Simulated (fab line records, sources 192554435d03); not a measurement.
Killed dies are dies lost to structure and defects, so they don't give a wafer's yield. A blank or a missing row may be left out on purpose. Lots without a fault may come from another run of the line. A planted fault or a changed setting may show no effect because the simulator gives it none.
Split-lot experiment | flow n5_finfet | 7 lots, 39 wafers read, on a route of 1938 steps

THE SPLIT
At N5_DUMMY_GATE_EXPOSE_12 (exposes mask GATE, target cd 25 nm), the setting dose_mj was moved away from the recipe's 34 on 15 of the 39 wafers read, by -7.1% to +6.5%. The other wafers ran this setting at the recipe's value.

FROM THE SPLIT TO THE READING: what the file shows between them, 2 steps
- N5_DUMMY_GATE_PEB_13: peb time 60 s
- N5_DUMMY_GATE_DEVELOP_14: develop time 30 s

THE READING
cd_nm, in nm, at N5_DUMMY_GATE_CD_MEAS_15 (target cd 25.8 nm). Fault-free wafers of this fab line usually give 25.00 nm, standard deviation 0.29 nm.

wafer  | tool, chamber at the split | dose_mj as run | against the recipe | cd_nm, nm | against lot-mates on the recipe
L076.1 | euv_scanner-01, 0          | 34             | recipe             | 25.08     | -
L076.2 | euv_scanner-01, 0          | 34             | recipe             | 25.20     | -
L076.3 | euv_scanner-01, 0          | 34             | recipe             | 25.44     | -
L076.4 | euv_scanner-01, 0          | 34             | recipe             | 25.69     | -
L076.5 | euv_scanner-01, 0          | 34             | recipe             | 25.23     | -
L076.6 | euv_scanner-01, 0          | 34             | recipe             | 25.00     | -
L083.1 | euv_scanner-01, 0          | 33.09          | -2.7%              | 25.77     | +0.44
L083.2 | euv_scanner-01, 0          | 34             | recipe             | 25.46     | -
L083.3 | euv_scanner-01, 0          | 33.09          | -2.7%              | 25.78     | +0.45
L083.4 | euv_scanner-01, 0          | 34             | recipe             | 25.40     | -
L083.5 | euv_scanner-01, 0          | 34             | recipe             | 25.14     | -
L083.6 | euv_scanner-01, 0          | 33.09          | -2.7%              | 25.57     | +0.24
L085.3 | euv_scanner-01, 0          | 34             | recipe             | 25.32     | -
L085.5 | euv_scanner-01, 0          | 34             | recipe             | 24.47     | -
L085.6 | euv_scanner-01, 0          | 34             | recipe             | 25.40     | -
L087.1 | euv_scanner-01, 0          | 31.58          | -7.1%              | 26.58     | +1.76
L087.2 | euv_scanner-01, 0          | 34             | recipe             | 25.05     | -
L087.3 | euv_scanner-01, 0          | 34             | recipe             | 24.46     | -
L087.4 | euv_scanner-01, 0          | 34             | recipe             | 24.95     | -
L087.5 | euv_scanner-01, 0          | 31.58          | -7.1%              | 26.52     | +1.70
L087.6 | euv_scanner-01, 0          | 31.58          | -7.1%              | 26.07     | +1.25
L088.1 | euv_scanner-01, 0          | 35.45          | +4.3%              | 24.05     | -0.86
L088.2 | euv_scanner-01, 0          | 35.45          | +4.3%              | 24.20     | -0.71
L088.3 | euv_scanner-01, 0          | 35.45          | +4.3%              | 24.12     | -0.79
L088.4 | euv_scanner-01, 0          | 34             | recipe             | 24.78     | -
L088.5 | euv_scanner-01, 0          | 34             | recipe             | 25.24     | -
L088.6 | euv_scanner-01, 0          | 34             | recipe             | 24.70     | -
L091.1 | euv_scanner-01, 0          | 34             | recipe             | 24.98     | -
L091.2 | euv_scanner-01, 0          | 36.21          | +6.5%              | 24.39     | -0.61
L091.3 | euv_scanner-01, 0          | 36.21          | +6.5%              | 23.67     | -1.33
L091.4 | euv_scanner-01, 0          | 34             | recipe             | 25.00     | -
L091.5 | euv_scanner-01, 0          | 34             | recipe             | 25.01     | -
L091.6 | euv_scanner-01, 0          | 36.21          | +6.5%              | 23.83     | -1.17
L097.1 | euv_scanner-02, 0          | 34.69          | +2.0%              | 24.69     | -0.20
L097.2 | euv_scanner-02, 0          | 34             | recipe             | 24.96     | -
L097.3 | euv_scanner-02, 0          | 34             | recipe             | 24.90     | -
L097.4 | euv_scanner-02, 0          | 34.69          | +2.0%              | 24.66     | -0.23
L097.5 | euv_scanner-02, 0          | 34             | recipe             | 24.80     | -
L097.6 | euv_scanner-02, 0          | 34.69          | +2.0%              | 24.81     | -0.08

THE FIT
A straight line over all 39 wafers: cd_nm changes by -0.188 nm for each +1% of dose_mj; r = -0.91; the points scatter about the line by 0.27 nm.
The same after taking each lot's own level away (the mean of its wafers on the recipe; 39 wafers): -0.185 nm for each +1%; r = -0.92; scatter 0.24 nm.
On that fit, the largest move of dose_mj shifts the reading by 1.3 nm.
The lots' own levels span 24.820 to 25.333 nm, that is 1.8 times the standard deviation above.
So the lot-to-lot level changes the slope little: the two slopes agree.
Check: with one of the wafers moved furthest among these (-7.1%) left out of the fit, the line predicts +1.28 nm for it against its lot-mates. It came out at +1.76 nm against them.

THE FILE'S OWN FIT
cd_nm changes by -0.185 nm for each +1% of dose_mj, r = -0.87.
